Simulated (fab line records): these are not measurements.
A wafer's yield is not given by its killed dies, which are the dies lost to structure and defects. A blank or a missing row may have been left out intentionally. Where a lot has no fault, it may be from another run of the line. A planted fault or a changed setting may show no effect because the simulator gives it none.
The tool behind it: which one? :: flow n5 finfet :: Sampling: 11 lots, 27 wafers, 5 of 1938 route steps

WHAT EACH GAUGE READ, for each wafer
N5_BEOL_M4_RC_MEAS_101.
lot: L623
measured: day 8 05:43
on: prober-01
DIBL_N (mV/V): 34.7 38.8

lot: L624
measured: day 8 13:19
on: prober-01
DIBL_N (mV/V): 36.9 37.5

lot: L626
measured: day 9 03:02
on: prober-01
DIBL_N (mV/V): 34.2 36.0 36.8

lot: L629
measured: day 10 00:06
on: prober-02
DIBL_N (mV/V): 34.7 42.7

lot: L631
measured: day 10 09:12
on: prober-01
DIBL_N (mV/V): 33.9 38.4

lot: L632
measured: day 10 12:13
on: prober-01
DIBL_N (mV/V): 37.1 37.0 36.0

lot: L633
measured: day 11 04:28
on: prober-01
DIBL_N (mV/V): 37.6 36.7

lot: L635
measured: day 11 05:20
on: prober-02
DIBL_N (mV/V): 39.6 34.4

lot: L639
measured: day 12 09:40
on: prober-01
DIBL_N (mV/V): 40.8 38.5 39.0

lot: L641
measured: day 13 02:38
on: prober-01
DIBL_N (mV/V): 34.4 42.0 38.8

lot: L644
measured: day 13 19:04
on: prober-02
DIBL_N (mV/V): 37.1 35.2 38.5

EACH LOT AND THE TOOL THAT RAN IT (in order: tool; ch and the chambers of the sampled wafers; start)
lot: L623
N5_MOL_CONTACT_COAG_STRIP_72: rie diel-04 ch 1,3, day 5 19:21
N5_BEOL_M0_SAQP_PECVD_00: pecvd-02 ch 1,2, day 5 23:43
N5_BEOL_M0_SAQP_ILD_DEP_01: pecvd-02 ch 1,2, day 5 23:44
N5_BEOL_M0_SAQP_COAT_08: litho track-03 ch 0, day 6 00:32

lot: L624
N5_MOL_CONTACT_COAG_STRIP_72: rie diel-05 ch 0,3, day 6 02:37
N5_BEOL_M0_SAQP_PECVD_00: pecvd-03 ch 1,2, day 6 07:01
N5_BEOL_M0_SAQP_ILD_DEP_01: pecvd-03 ch 1,2, day 6 07:02
N5_BEOL_M0_SAQP_COAT_08: litho track-04 ch 0, day 6 07:50

lot: L626
N5_MOL_CONTACT_COAG_STRIP_72: rie diel-04 ch 1,2,3, day 6 08:18
N5_BEOL_M0_SAQP_PECVD_00: pecvd-03 ch 0,1,2, day 6 13:01
N5_BEOL_M0_SAQP_ILD_DEP_01: pecvd-03 ch 0,1,2, day 6 13:02
N5_BEOL_M0_SAQP_COAT_08: litho track-05 ch 0, day 6 14:06

lot: L629
N5_MOL_CONTACT_COAG_STRIP_72: rie diel-05 ch 0,1, day 7 06:00
N5_BEOL_M0_SAQP_PECVD_00: pecvd-03 ch 1,2, day 7 10:22
N5_BEOL_M0_SAQP_ILD_DEP_01: pecvd-03 ch 1,2, day 7 10:23
N5_BEOL_M0_SAQP_COAT_08: litho track-05 ch 0, day 7 12:16

lot: L631
N5_MOL_CONTACT_COAG_STRIP_72: rie diel-04 ch 0,1, day 7 18:13
N5_BEOL_M0_SAQP_PECVD_00: pecvd-02 ch 0,1, day 7 22:55
N5_BEOL_M0_SAQP_ILD_DEP_01: pecvd-02 ch 0,1, day 7 22:56
N5_BEOL_M0_SAQP_COAT_08: litho track-03 ch 0, day 8 01:41

lot: L632
N5_MOL_CONTACT_COAG_STRIP_72: rie diel-06 ch 2,3, day 7 22:02
N5_BEOL_M0_SAQP_PECVD_00: pecvd-04 ch 1,2, day 8 02:23
N5_BEOL_M0_SAQP_ILD_DEP_01: pecvd-04 ch 1,2, day 8 02:25
N5_BEOL_M0_SAQP_COAT_08: litho track-05 ch 0, day 8 06:39

lot: L633
N5_MOL_CONTACT_COAG_STRIP_72: rie diel-05 ch 0,3, day 8 08:25
N5_BEOL_M0_SAQP_PECVD_00: pecvd-04 ch 0,2, day 8 13:07
N5_BEOL_M0_SAQP_ILD_DEP_01: pecvd-04 ch 0,2, day 8 13:08
N5_BEOL_M0_SAQP_COAT_08: litho track-03 ch 0, day 8 15:17

lot: L635
N5_MOL_CONTACT_COAG_STRIP_72: rie diel-04 ch 0,1, day 8 16:43
N5_BEOL_M0_SAQP_PECVD_00: pecvd-04 ch 0,1, day 8 21:04
N5_BEOL_M0_SAQP_ILD_DEP_01: pecvd-04 ch 0,1, day 8 21:06
N5_BEOL_M0_SAQP_COAT_08: litho track-03 ch 0, day 8 22:00

lot: L639
N5_MOL_CONTACT_COAG_STRIP_72: rie diel-04 ch 1,2,3, day 9 16:12
N5_BEOL_M0_SAQP_PECVD_00: pecvd-02 ch 0,1,2, day 9 20:53
N5_BEOL_M0_SAQP_ILD_DEP_01: pecvd-02 ch 0,1,2, day 9 20:55
N5_BEOL_M0_SAQP_COAT_08: litho track-03 ch 0, day 9 23:24

lot: L641
N5_MOL_CONTACT_COAG_STRIP_72: rie diel-05 ch 0,3, day 10 06:05
N5_BEOL_M0_SAQP_PECVD_00: pecvd-03 ch 1,2, day 10 10:31
N5_BEOL_M0_SAQP_ILD_DEP_01: pecvd-03 ch 1,2, day 10 10:33
N5_BEOL_M0_SAQP_COAT_08: litho track-05 ch 0, day 10 11:58

lot: L644
N5_MOL_CONTACT_COAG_STRIP_72: rie diel-04 ch 2,3, day 10 23:23
N5_BEOL_M0_SAQP_PECVD_00: pecvd-04 ch 1,2, day 11 03:47
N5_BEOL_M0_SAQP_ILD_DEP_01: pecvd-04 ch 1,2, day 11 03:49
N5_BEOL_M0_SAQP_COAT_08: litho track-05 ch 0, day 11 04:19
- N5_MOL_CONTACT_COAG_STRIP_72: strips in N2/H2.
- N5_BEOL_M0_SAQP_PECVD_00: deposits SiCN from 3MS/NH3, target thk 8 nm, time 14 s.
- N5_BEOL_M0_SAQP_ILD_DEP_01: deposits SiOC from DEMS/O2, target thk 45.419 nm, time 8.7 s.
- N5_BEOL_M0_SAQP_COAT_08: resist thk 90 nm.

THE ANSWER, worked out from the rows above alone
Rule: usual is defined by the lots themselves. Put in order of their means at a reading, lots are off if they are a third of the lots or fewer, leave a main group of 4 or more, and stand apart from it by a gap of 3 or more times the standard deviation of the main group's means; of several such gaps the widest counts. A main group is skipped when, at the precision printed for the reading in the tables above, its means are all equal. Also off: a lot with no number at a reading for which 4 or more lots have one. Any other lot the step has rows for is counted as sound.
No lot is off at any reading shown: from this, nothing can be told.

WHAT THE SIMULATOR HAD PUT IN
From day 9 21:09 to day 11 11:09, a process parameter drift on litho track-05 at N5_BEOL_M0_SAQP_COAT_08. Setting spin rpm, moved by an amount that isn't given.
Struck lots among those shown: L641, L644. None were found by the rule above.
